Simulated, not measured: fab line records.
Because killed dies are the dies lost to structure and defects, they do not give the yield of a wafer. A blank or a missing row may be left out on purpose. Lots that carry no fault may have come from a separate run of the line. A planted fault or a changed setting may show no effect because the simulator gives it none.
Which tool did it? ; flow nand_harc ; Sampling: 11 lots, 33 wafers, 5 of 1159 route steps

== WHAT THE GAUGES READ, wafer by wafer ==
NHARC_END_SORT_01.
lot;measured;on;killed_at_array
L499;day 21 11:19;prober-02;675 677 675
L500;day 21 11:18;prober-01;674 670 672
L504;day 21 20:42;prober-01;673 673 674
L511;day 24 06:40;prober-02;9 14 11

== EACH LOT AND THE TOOL THAT RAN IT (in order: tool; ch and the chambers of the sampled wafers; start) ==
lot;NHARC_A_CONTACT_ETCH_114;NHARC_A_CONTACT_ETCH_115;NHARC_A_CONTACT_ETCH_90;NHARC_A_CONTACT_ETCH_96
L492;har_cap_etch-03 ch 0,1, day 16 17:03;har_cap_etch-03 ch 0,1, day 16 17:08;rie_diel-11 ch 0,2,3, day 16 18:34;rie_diel-11 ch 0,1,3, day 16 18:41
L495;har_cap_etch-03 ch 0,1, day 17 12:19;har_cap_etch-03 ch 0,1, day 17 12:25;rie_diel-02 ch 1,2,3, day 17 13:43;rie_diel-02 ch 1,2, day 17 13:51
L497;har_cap_etch-02 ch 0,1, day 17 15:55;har_cap_etch-02 ch 0,1, day 17 16:00;rie_diel-02 ch 0,1,3, day 17 17:28;rie_diel-02 ch 0,1,3, day 17 17:40
L496;har_cap_etch-03 ch 0,1, day 17 18:06;har_cap_etch-03 ch 0,1, day 17 18:11;rie_diel-02 ch 1,2,3, day 17 19:34;rie_diel-02 ch 2,3, day 17 19:40
L499;har_cap_etch-03 ch 1, day 18 16:25;har_cap_etch-03 ch 1, day 18 16:31;rie_diel-02 ch 1,2,3, day 18 17:50;rie_diel-02 ch 1,2,3, day 18 17:58
L500;har_cap_etch-01 ch 0,1, day 18 19:50;har_cap_etch-01 ch 0,1, day 18 19:56;rie_diel-11 ch 1,2, day 18 21:16;rie_diel-11 ch 0,1,3, day 18 21:27
L504;har_cap_etch-03 ch 0,1, day 19 00:29;har_cap_etch-03 ch 0,1, day 19 00:35;rie_diel-02 ch 0,3, day 19 01:54;rie_diel-02 ch 2,3, day 19 02:03
L501;har_cap_etch-01 ch 0,1, day 19 01:15;har_cap_etch-01 ch 0,1, day 19 01:20;rie_diel-02 ch 0,2,3, day 19 02:42;rie_diel-02 ch 0,2,3, day 19 02:49
L509;har_cap_etch-03 ch 0,1, day 20 12:33;har_cap_etch-03 ch 0,1, day 20 12:38;rie_diel-11 ch 0,1,3, day 20 14:04;rie_diel-11 ch 0,2,3, day 20 14:17
L511;har_cap_etch-01 ch 0,1, day 21 15:02;har_cap_etch-01 ch 0,1, day 21 15:07;rie_diel-11 ch 0,2,3, day 21 16:27;rie_diel-11 ch 0,2,3, day 21 16:35
L513;har_cap_etch-01 ch 0,1, day 21 23:38;har_cap_etch-01 ch 0,1, day 21 23:43;rie_diel-02 ch 0,3, day 22 01:04;rie_diel-02 ch 1,2, day 22 01:11
- NHARC_A_CONTACT_ETCH_114: etches the open film in C4F8/O2/Ar, time 94 s, target depth 922 nm.
- NHARC_A_CONTACT_ETCH_115: etches the open film in C4F8/O2/Ar, time 94 s, target depth 922 nm.
- NHARC_A_CONTACT_ETCH_90: etches the open film in CH3F/O2, target depth 40 nm, time 85.7 s.
- NHARC_A_CONTACT_ETCH_96: etches the open film in C4F6/O2, target depth 20 nm, time 10 s.

== THE ANSWER, worked out from the rows above alone ==
Rule: usual is defined by the lots themselves. Put in order of their means at a reading, lots are off if they are a third of the lots or fewer, leave a main group of 4 or more, and stand apart from it by a gap of 3 or more times the standard deviation of the main group's means; of several such gaps the widest counts. If all means in a main group match to the digits the tables above print for the reading, that group is not used. Also off: a lot with no number at a reading for which 4 or more lots have one. All remaining lots with rows at the step are treated as sound.
Nothing can be told from this: no lot is off at any reading shown.

== WHAT THE SIMULATOR PUT IN ==
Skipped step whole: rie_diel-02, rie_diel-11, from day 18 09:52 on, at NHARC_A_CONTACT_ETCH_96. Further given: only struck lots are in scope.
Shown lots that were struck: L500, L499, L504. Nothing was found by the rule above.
